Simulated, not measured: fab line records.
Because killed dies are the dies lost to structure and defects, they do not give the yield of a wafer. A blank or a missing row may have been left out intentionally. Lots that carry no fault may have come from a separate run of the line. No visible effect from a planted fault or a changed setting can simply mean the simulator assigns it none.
Chamber matching ; flow nand harc ; NHARC_A_CHANNEL_FILL_D2_CMP_10 on cmp-01 has 4 sister chambers
The step polishes, target thk 150 nm. 4 wafers are shown with their chamber, then 11 later ones without.

WAFERS WITH THEIR CHAMBER
wafer;chamber;motor current A (A)
L084.4;1;11.7
L089.2;0;13.7
L089.5;3;13.4
L088.1;2;11.2

WAFERS WITH NO CHAMBER GIVEN
wafer;motor current A (A)
L088.2;12.8
L088.3;11.7
L090.2;10.7
L090.5;13.4
L090.6;13.1
L093.2;10.7
L093.3;10.4
L093.5;12.9
L097.3;13.3
L097.4;13.3
L097.6;11.4

THE CHAMBER EACH PASSED THROUGH
wafer;from the rows above;in truth
L088.2;can't be placed: 3 or 0 or 1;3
L088.3;can't be placed: 1 or 2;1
L090.2;can't be placed: 2 or 1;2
L090.5;can't be placed: 3 or 0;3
L090.6;can't be placed: 3 or 0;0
L093.2;can't be placed: 2 or 1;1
L093.3;can't be placed: 2 or 1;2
L093.5;can't be placed: 3 or 0 or 1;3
L097.3;can't be placed: 3 or 0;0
L097.4;can't be placed: 3 or 0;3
L097.6;can't be placed: 2 or 1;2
Correctly placed: 0 of 11. Unplaceable from these rows: 11, with the true chamber sitting among the candidates in 11. Number placed wrongly: 0.
How it was worked out, from the rows above alone: a wafer's distance from a chamber is the root of the sum, over the readings, of the square of ((its reading less the chamber's mean) divided by the reading's scatter). If the next closest chamber is less than 2 further off than the closest, the wafer can't be placed; otherwise it belongs to the closest. For every chamber, the mean is computed from those of its wafers that are shown. The scatter (one wafer shown for each chamber): square how far every hidden wafer sits from the nearest shown wafer, average those squares and take the square root.
